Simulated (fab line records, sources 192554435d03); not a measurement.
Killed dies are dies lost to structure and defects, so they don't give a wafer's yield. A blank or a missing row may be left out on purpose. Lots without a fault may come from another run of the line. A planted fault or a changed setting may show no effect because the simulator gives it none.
Which tool did it? | flow n5_finfet | 10 lots, 30 wafers sampled, at 5 steps of a route of 1938

WHAT THE GAUGES READ, wafer by wafer
N5_STI_FIN_REVEAL_CD_MEAS_22: target cd 6.238 nm, pitch 28 nm.
lot  | measured    | on        | cd_nm (nm)
L240 | day 2 19:44 | cd_sem-03 | 6.01 6.28 5.59
L242 | day 3 08:05 | cd_sem-03 | 6.29 6.22 5.94
L243 | day 3 16:52 | cd_sem-02 | 5.82 6.30 6.06
L244 | day 3 22:24 | cd_sem-03 | 6.26 7.09 6.29
L253 | day 6 04:12 | cd_sem-03 | 6.41 6.50 6.23
L257 | day 7 02:56 | cd_sem-02 | 6.37 6.15 6.14
L258 | day 7 07:55 | cd_sem-01 | 6.00 6.59 5.69
L259 | day 7 13:44 | cd_sem-01 | 5.89 6.57 6.07
L260 | day 7 19:20 | cd_sem-03 | 6.89 6.41 6.63
L262 | day 8 07:04 | cd_sem-03 | 6.16 5.98 6.28

WHICH TOOL RAN EACH LOT (tool, then ch and the chambers of the sampled wafers, then the start)
lot  | N5_FIN_CUT_CUT_ETCH_27            | N5_STI_FIN_REVEAL_ETCHBACK_08     | N5_STI_FIN_REVEAL_ETCH_34       | N5_STI_FIN_REVEAL_OXIDATION_31
L240 | rie_diel-03 ch 0,1,3, day 2 09:41 | rie_diel-06 ch 0,1,3, day 2 16:32 | rie_si-04 ch 2,3, day 2 18:53   | plasma_asher-01 ch 0,1, day 2 19:13
L242 | rie_diel-02 ch 1,2, day 2 22:23   | rie_diel-06 ch 0,1,3, day 3 05:05 | rie_si-02 ch 2,3, day 3 07:30   | plasma_asher-02 ch 0,1, day 3 07:35
L243 | rie_diel-02 ch 0,2,3, day 3 05:53 | rie_diel-04 ch 1,2,3, day 3 13:56 | rie_si-04 ch 0,1,2, day 3 16:17 | plasma_asher-02 ch 0,1, day 3 16:20
L244 | rie_diel-02 ch 1,3, day 3 12:02   | rie_diel-05 ch 0,1,2, day 3 19:26 | rie_si-06 ch 0,1,3, day 3 21:47 | plasma_asher-02 ch 1, day 3 21:50
L253 | rie_diel-01 ch 1,2, day 5 18:37   | rie_diel-04 ch 1,2,3, day 6 01:16 | rie_si-02 ch 2,3, day 6 03:37   | plasma_asher-01 ch 0,1, day 6 03:41
L257 | rie_diel-03 ch 0,1,3, day 6 17:19 | rie_diel-04 ch 0,2,3, day 6 23:59 | rie_si-06 ch 2,3, day 7 02:20   | plasma_asher-01 ch 0,1, day 7 02:26
L258 | rie_diel-03 ch 1,2,3, day 6 22:50 | rie_diel-04 ch 2,3, day 7 05:00   | rie_si-02 ch 1,2,3, day 7 07:20 | plasma_asher-01 ch 0,1, day 7 07:24
L259 | rie_diel-01 ch 0,1,3, day 7 03:57 | rie_diel-05 ch 0,2,3, day 7 10:17 | rie_si-04 ch 0,2,3, day 7 13:10 | plasma_asher-01 ch 0,1, day 7 13:13
L260 | rie_diel-01 ch 1,3, day 7 09:27   | rie_diel-04 ch 0,1, day 7 16:19   | rie_si-04 ch 0,1, day 7 18:44   | plasma_asher-02 ch 0, day 7 18:47
L262 | rie_diel-03 ch 0,2,3, day 7 21:58 | rie_diel-04 ch 0,1,2, day 8 04:07 | rie_si-02 ch 0,2,3, day 8 06:29 | plasma_asher-02 ch 0,1, day 8 06:32
- N5_FIN_CUT_CUT_ETCH_27: etches SiO2 in CHF3/O2, target depth 4 nm, overetch 2 nm, time 4.9 s.
- N5_STI_FIN_REVEAL_ETCHBACK_08: etches SiO2 in C4F6/O2, target depth 30.5 nm, time 10.167 s.
- N5_STI_FIN_REVEAL_ETCH_34: etches Si in H2, material Si, target depth 0.97 nm.
- N5_STI_FIN_REVEAL_OXIDATION_31: chemistry O2 PLASMA REMOTE, time 20 s.

THE ANSWER, worked out from the rows above alone
Rule: what is usual is taken from the lots themselves. Put in order of their means at a reading, lots are off if they are a third of the lots or fewer, leave a main group of 4 or more, and stand apart from it by a gap of 3 or more times the standard deviation of the main group's means; of several such gaps the widest counts. A main group whose means are all the same, to the digits that the tables above print for the reading, isn't used. A lot without any number at a reading at which 4 lots or more have one is off too. The other lots that the step has rows for count as sound.
No lot is off at any reading shown: from this, nothing can be told.

WHAT THE SIMULATOR HAD PUT IN
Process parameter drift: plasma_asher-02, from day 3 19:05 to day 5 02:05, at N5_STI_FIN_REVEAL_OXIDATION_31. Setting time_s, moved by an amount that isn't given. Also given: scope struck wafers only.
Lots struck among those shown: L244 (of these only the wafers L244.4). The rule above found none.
